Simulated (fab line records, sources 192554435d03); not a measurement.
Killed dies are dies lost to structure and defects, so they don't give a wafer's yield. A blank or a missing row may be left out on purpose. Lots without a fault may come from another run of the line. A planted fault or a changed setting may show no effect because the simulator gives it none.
Split-lot experiment | flow n5_finfet | 7 lots, 39 wafers read, on a route of 1938 steps

THE SPLIT
At N5_FIN_SAQP_ETCH_65 (etches SiO2 in CF4, target depth 4 nm, time 4.4 s), the setting time_s was moved away from the recipe's 4.4 s on 15 of the 39 wafers read, by -31.5% to +57.1%. The other wafers ran this setting at the recipe's value.

The reading is taken at the split's own step.

THE READING
etch.depth_nm (the simulator's own value, which no gauge read), in nm, at N5_FIN_SAQP_ETCH_65 (etches SiO2 in CF4, target depth 4 nm, time 4.4 s). The file gives no usual value for it. The 24 wafers here that ran the recipe average 3.958 nm, standard deviation 0.14 nm.

wafer  | tool, chamber at the split | time_s as run, s | against the recipe | etch.depth_nm, nm | against lot-mates on the recipe
L080.1 | rie_si-01, 0               | 4.4              | recipe             | 4.08              | -
L080.2 | rie_si-01, 3               | 6.912            | +57.1%             | 6.128             | +2.276
L080.3 | rie_si-01, 1               | 6.912            | +57.1%             | 6.07              | +2.218
L080.4 | rie_si-01, 2               | 4.4              | recipe             | 3.736             | -
L080.5 | rie_si-01, 1               | 6.912            | +57.1%             | 6.083             | +2.231
L080.6 | rie_si-01, 2               | 4.4              | recipe             | 3.74              | -
L082.1 | rie_si-03, 0               | 4.4              | recipe             | 4.015             | -
L082.2 | rie_si-03, 3               | 6.178            | +40.4%             | 5.897             | +1.925
L082.3 | rie_si-03, 1               | 6.178            | +40.4%             | 5.446             | +1.474
L082.4 | rie_si-03, 2               | 6.178            | +40.4%             | 5.362             | +1.390
L082.5 | rie_si-03, 0               | 4.4              | recipe             | 3.993             | -
L082.6 | rie_si-03, 1               | 4.4              | recipe             | 3.907             | -
L083.1 | rie_si-01, 0               | 4.4              | recipe             | 4.194             | -
L083.2 | rie_si-01, 3               | 4.4              | recipe             | 3.981             | -
L083.5 | rie_si-01, 2               | 4.4              | recipe             | 3.813             | -
L085.1 | rie_si-01, 1               | 4.4              | recipe             | 3.945             | -
L085.2 | rie_si-01, 2               | 4.4              | recipe             | 3.805             | -
L085.3 | rie_si-01, 3               | 4.4              | recipe             | 3.949             | -
L085.4 | rie_si-01, 0               | 4.4              | recipe             | 4.167             | -
L085.5 | rie_si-01, 0               | 4.4              | recipe             | 4.191             | -
L085.6 | rie_si-01, 1               | 4.4              | recipe             | 3.93              | -
L088.1 | rie_si-01, 0               | 4.4              | recipe             | 4.131             | -
L088.2 | rie_si-01, 2               | 4.4              | recipe             | 3.829             | -
L088.3 | rie_si-01, 1               | 4.4              | recipe             | 3.99              | -
L088.4 | rie_si-01, 3               | 3.073            | -30.2%             | 2.797             | -1.186
L088.5 | rie_si-01, 0               | 3.073            | -30.2%             | 2.881             | -1.102
L088.6 | rie_si-01, 1               | 3.073            | -30.2%             | 2.803             | -1.180
L091.1 | rie_si-03, 1               | 3.013            | -31.5%             | 2.734             | -1.259
L091.2 | rie_si-03, 3               | 3.013            | -31.5%             | 2.827             | -1.166
L091.3 | rie_si-03, 0               | 4.4              | recipe             | 3.982             | -
L091.4 | rie_si-03, 2               | 4.4              | recipe             | 3.83              | -
L091.5 | rie_si-03, 0               | 3.013            | -31.5%             | 2.741             | -1.252
L091.6 | rie_si-03, 3               | 4.4              | recipe             | 4.168             | -
L092.1 | rie_si-01, 0               | 5.942            | +35.0%             | 5.551             | +1.681
L092.2 | rie_si-01, 1               | 5.942            | +35.0%             | 5.343             | +1.473
L092.3 | rie_si-01, 2               | 4.4              | recipe             | 3.804             | -
L092.4 | rie_si-01, 3               | 4.4              | recipe             | 3.981             | -
L092.5 | rie_si-01, 1               | 5.942            | +35.0%             | 5.354             | +1.484
L092.6 | rie_si-01, 2               | 4.4              | recipe             | 3.826             | -

THE FIT
A straight line over all 39 wafers: etch.depth_nm changes by +0.0385 nm for each +1% of time_s; r = +0.99; the points scatter about the line by 0.14 nm.
The same after taking each lot's own level away (the mean of its wafers on the recipe; 39 wafers): +0.0398 nm for each +1%; r = +0.99; scatter 0.13 nm.
On that fit, the largest move of time_s shifts the reading by 2.3 nm.
The lots' own levels span 3.8520 to 3.9978 nm, that is 1.0 times the standard deviation above.
So the lot-to-lot level changes the slope little: the two slopes agree.
Check: with one of the wafers moved furthest among these (+57.1%) left out of the fit, the line predicts +2.29 nm for it against its lot-mates. It came out at +2.28 nm against them.

OTHER SPLITS ON THESE WAFERS
These wafers also went through other splits before the reading. Each is held against what the fit with the lots' levels taken away leaves over:
other split on the same wafers                 | wafers away from the commonest value | r with etch.depth_nm (lot level and that fit taken away)
N5_PMOS_HMC_CHANNEL_EPI_HM_DEP_34 target_thk_a | 15                                   | +0.09

THE FILE'S OWN FIT
etch.depth_nm changes by +0.0399 nm for each +1% of time_s, r = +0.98.
